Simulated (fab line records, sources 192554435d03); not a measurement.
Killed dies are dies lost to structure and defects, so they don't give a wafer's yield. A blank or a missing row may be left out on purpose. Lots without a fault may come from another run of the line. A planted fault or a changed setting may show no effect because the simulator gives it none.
Problem report in the 8D (eight disciplines) form, filled by code | flow n5_finfet | the parts of the form that need people (team, actions taken, sign-off) are left out

1. THE PROBLEM
plate_temp_C at N5_BEOL_M7_COAT_63 reads a mean of 258.29 C on 9 wafers of 3 lots; wafers without a fault read 249.96 C with a standard deviation of 0.18. That is +46 standard deviations from the usual mean.
The step: time 60 s, resist thk 60 nm.
First seen on wafer L576.1, day 10 02:16, on litho_track-01. The record holds 36 wafers of 12 lots with a number at this step. Rule for "out", or "out of limits": more than 4 standard deviations from the usual mean. The other wafers with a number count as sound.

2. WHAT IT IS AND WHAT IT IS NOT
question                    | is                                 | is not
which readings at this step | plate_temp_C, heater_power_total_W | -
which lots                  | L576, L578, L579                   | L574, L586, L587, L588, L589, L590, L591, L592, L593
which wafers of those lots  | all that have a number             | -
read on which tools         | litho_track-01                     | litho_track-02, litho_track-04
when                        | from day 10 02:16                  | up to then (3 sound wafers); but 24 sound wafers of L586, L587, L588, L589, L590, L591, L592, L593 came after

3. SUSPECTS, AND WHAT RULES EACH OUT
Counting: a tool at a process step up to the reading stays a suspect if it ran every lot that is out and no sound lot after the first of them.
- litho_track-01 at N5_BEOL_M7_COAT_63 (time 60 s, resist thk 60 nm): ruled out as a lasting fault. Sound lots L587, L590, L591 ran on it after its first lot that is out, L576 (day 10 02:16).
Left after counting: nothing in the record.

4. THE CAUSE (what the simulator had put in)
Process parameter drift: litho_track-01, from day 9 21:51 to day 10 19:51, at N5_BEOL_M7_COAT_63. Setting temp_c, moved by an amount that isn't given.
Counting ruled it out, wrongly.

5. THE CHAIN OF EFFECTS, in route order
Each row: a reading whose mean over the struck wafers that have a number lies more than 3 standard deviations from the usual. Only readings for which the record gives a usual standard deviation are gone through. hours: the time from each lot's start at the first step in this table that gives one to its start at this step, as a median over the lots. sigmas: the change in usual standard deviations.
hours | step               | reading              | usual    | on struck wafers | change | sigmas
0     | N5_BEOL_M7_COAT_63 | heater_power_total_W | 500.5 W  | 519.7            | +19.2  | +11
0     | N5_BEOL_M7_COAT_63 | plate_temp_C         | 249.96 C | 258.29           | +8.33  | +46
The process steps in it:
- N5_BEOL_M7_COAT_63: time 60 s, resist thk 60 nm.
Later measuring or inspecting steps at which every struck wafer that the step has a row for has a number for every such reading, and none has moved that far: N5_BEOL_M7_CD_MEAS_28, N5_BEOL_M7_INSPECT_30.

6. WHAT WOULD HAVE CAUGHT IT SOONER
In this record the first reading out of limits was taken at day 10 02:16, 4 hours after the fault began at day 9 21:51.
